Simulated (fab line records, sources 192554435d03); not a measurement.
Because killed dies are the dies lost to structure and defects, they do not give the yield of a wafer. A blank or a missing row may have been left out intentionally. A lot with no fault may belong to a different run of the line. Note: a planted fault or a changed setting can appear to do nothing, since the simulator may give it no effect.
A lot that was struck, set against a sound lot / flow n5-finfet / 14 out of 1938 route steps
Sound: the wafers L881.2, L881.3, L881.5. Struck: wafers L896.1, L896.3. (L896.4 of the same lot was not struck and is left out.) The cause comes at the end.
At each step with rows: each side's tool, then ch and its chambers, then its first start. Under that, the readings that differ: sound wafers / struck wafers / difference of the means / sigmas: that difference in standard deviations of wafers without a fault.
alike: a reading whose means differ by less than 2 such deviations, as well as words and numbers matching on both sides. not compared: withheld readings; readings where some wafer has no value; bounds like >300 that might hide an equal value; numbers whose values overlap and for which the record gives no deviation.
A row with sigmas, a row that says differs or no value, or rows on one side alone: a step with any of these is where the two part. Non-overlapping numbers with no deviation appear without sigmas and do not part them. Lack of a reading on every wafer of one side parts them only where that side has two or more wafers.

N5_BEOL_M5_OVL_MEAS_29:
  sound on overlay-02 ch 0, day 12 01:42; struck on overlay-01 ch 0, day 15 15:00
  alike: V4_OVL
N5_BEOL_M5_INSPECT_30: inspects for defects (brightfield).
  struck on defect-inspect-01, day 15 15:04; sound on defect-inspect-02, day 12 01:46
  alike: raw-defect-count
then, 1 step without rows for these wafers: N5_BEOL_M5_DESCUM_33 (chemistry O2, time 7 s).
N5_BEOL_M5_ETCH_75: etches underlayer in N2/H2, target depth 6.5 nm, time 5.2 s.
  sound on rie-diel-05 ch 0,2, day 12 01:50; struck on rie-diel-02 ch 2,3, day 15 15:08
  alike: bias-w, drypump-motor-current-A, etch-rf-on-time-s, oes-product-au, rf-vpp-V, showerhead-plenum-p-Torr, throttle-valve-pct
  not compared: rf-hours-counter-h
N5_BEOL_M5_ETCH_67: etches SiARC in CF4, target depth 15.6 nm, time 26 s.
  sound on rie-diel-05 ch 0,2, day 12 01:52; struck on rie-diel-02 ch 2,3, day 15 15:08
  alike: bias-w, drypump-motor-current-A, etch-rf-on-time-s, oes-product-au, rf-vpp-V, showerhead-plenum-p-Torr, throttle-valve-pct
  not compared: rf-hours-counter-h
N5_BEOL_M5_ETCH_68: etches SOC in N2/H2, target depth 80 nm, overetch 16 nm, time 120 s.
  sound on rie-diel-05 ch 0,2, day 12 01:53; struck on rie-diel-02 ch 2,3, day 15 15:10
  alike: bias-w, drypump-motor-current-A, oes-product-au, rf-vpp-V, showerhead-plenum-p-Torr, throttle-valve-pct
  not compared: rf-hours-counter-h
then, 4 steps without rows for these wafers: N5_BEOL_M5_STRIP_69 (strips in N2/H2); N5_BEOL_M5_STRIP_76 (strips in N2/H2); N5_BEOL_M5_VIA_ETCH_34 (etches SiCOH lowk in C4F6/O2, target depth 88.3 nm, time 39.2 s); N5_BEOL_M5_STRIP_85 (strips in C4F6/O2).
N5_BEOL_M5_STRIP_36: strips in N2/H2.
  sound on rie-diel-05 ch 0,2, day 12 02:02; struck on rie-diel-02 ch 2,3, day 15 15:19
  alike: drypump-motor-current-A, oes-product-au, rf-vpp-V, showerhead-plenum-p-Torr, throttle-valve-pct
  not compared: rf-hours-counter-h
N5_BEOL_M5_TRENCH_ETCH_37: etches SiCOH lowk in C4F6/O2, target depth 71.652 nm, time 24.7 s.
  sound on rie-diel-05 ch 0,2; struck on rie-diel-02 ch 2,3
  alike: bias-w, drypump-motor-current-A, oes-product-au, rf-vpp-V, showerhead-plenum-p-Torr, throttle-valve-pct
  not compared: rf-hours-counter-h
N5_BEOL_M5_ETCH_41: etches SiCN in CH3F/O2, target depth 31.5 nm, time 56.7 s.
  sound on rie-diel-05 ch 0,2, day 12 02:06; struck on rie-diel-02 ch 2,3, day 15 15:23
reading=oes-product-au (a.u.); sound=0.75 0.93 0.92; struck=1.05 1.15; difference=+0.23; sigmas=+3
reading=model.etch.depth-nm (nm); sound=21.76 21.81 21.78; struck=35.29 35.06; difference=+13.39; sigmas=
  alike: bias-w, drypump-motor-current-A, rf-vpp-V, showerhead-plenum-p-Torr, throttle-valve-pct
  not compared: rf-hours-counter-h
then, 1 step without rows for these wafers: N5_BEOL_M5_STRIP_91 (strips in N2/H2, time 10 s).

WHERE THEY PART
Only at N5_BEOL_M5_ETCH_41, within this record.

WHY: the cause the simulator had injected
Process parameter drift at N5_BEOL_M5_ETCH_41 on rie-diel-02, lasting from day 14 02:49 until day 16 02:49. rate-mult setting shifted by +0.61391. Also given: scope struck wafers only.
